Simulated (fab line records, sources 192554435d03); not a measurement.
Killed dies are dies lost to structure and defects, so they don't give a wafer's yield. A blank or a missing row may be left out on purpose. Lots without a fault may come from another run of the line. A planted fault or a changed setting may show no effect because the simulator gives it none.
Problem report in the 8D (eight disciplines) form, filled by code | flow n5_finfet | the parts of the form that need people (team, actions taken, sign-off) are left out

1. THE PROBLEM
rf_fwd_power_W at N5_BEOL_M4_VIA_ETCH_34 reads a mean of 430.9 W on 6 wafers of 2 lots; wafers without a fault read 347.6 W with a standard deviation of 1.2. That is +69 standard deviations from the usual mean.
The step: etches the open film in C4F6/O2, target depth 69.4 nm, time 65.9 s.
First seen on wafer L121.1, day 12 01:23, on rie_diel-02. The record holds 18 wafers of 6 lots with a number at this step. Rule for "out", or "out of limits": more than 4 standard deviations from the usual mean. The other wafers with a number count as sound.

2. WHAT IT IS AND WHAT IT IS NOT
question                    | is                     | is not
which readings at this step | rf_fwd_power_W         | drypump_motor_current_A, oes_product_au, showerhead_plenum_p_Torr, throttle_valve_pct
which lots                  | L121, L122             | L111, L115, L129, L131
which wafers of those lots  | all that have a number | -
read on which tools         | rie_diel-02            | rie_diel-04
when                        | from day 12 01:23      | up to then (6 sound wafers); but 6 sound wafers of L129, L131 came after

3. SUSPECTS, AND WHAT RULES EACH OUT
Counting: a tool at a process step up to the reading stays a suspect if it ran every lot that is out and no sound lot after the first of them.
- rie_diel-02 at N5_BEOL_M4_ETCHBACK_99 (etches SiO2 in CHF3, target depth 5 nm, time 10.4 s): kept. It ran every lot that is out, first L121 (day 12 01:15), and no sound lot after that; its last sound lot up to then is L111 (day 9 16:41).
- rie_diel-02 at N5_BEOL_M4_VIA_ETCH_34 (etches the open film in C4F6/O2, target depth 69.4 nm, time 65.9 s): kept. It ran every lot that is out, first L121 (day 12 01:23), and no sound lot after that; its last sound lot up to then is L111 (day 9 16:50). Its own readings are out on those wafers: rf_fwd_power_W.
Left after counting: rie_diel-02 at N5_BEOL_M4_ETCHBACK_99, rie_diel-02 at N5_BEOL_M4_VIA_ETCH_34.

4. THE CAUSE (what the simulator had put in)
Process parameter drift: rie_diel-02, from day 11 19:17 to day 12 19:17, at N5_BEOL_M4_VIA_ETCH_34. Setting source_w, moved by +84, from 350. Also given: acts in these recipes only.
Counting left 2 suspects, and this tool is among them.

5. THE CHAIN OF EFFECTS, in route order
Each row: a reading whose mean over the struck wafers that have a number lies more than 3 standard deviations from the usual. Only readings for which the record gives a usual standard deviation are gone through. hours: the time from each lot's start at the first step in this table that gives one to its start at this step, as a median over the lots. sigmas: the change in usual standard deviations.
hours | step                   | reading        | usual   | on struck wafers | change | sigmas
0     | N5_BEOL_M4_VIA_ETCH_34 | rf_fwd_power_W | 347.6 W | 430.9            | +83.3  | +69
0     | N5_BEOL_M4_VIA_ETCH_34 | rf_vpp_V       | 668 V   | 606              | -62    | -4.7
The process steps in it:
- N5_BEOL_M4_VIA_ETCH_34: etches the open film in C4F6/O2, target depth 69.4 nm, time 65.9 s.
Later measuring or inspecting steps at which every struck wafer that the step has a row for has a number for every such reading, and none has moved that far: N5_BEOL_M4_RC_MEAS_101.

6. WHAT WOULD HAVE CAUGHT IT SOONER
In this record the first reading out of limits was taken at day 12 01:23, 6 hours after the fault began at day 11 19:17.
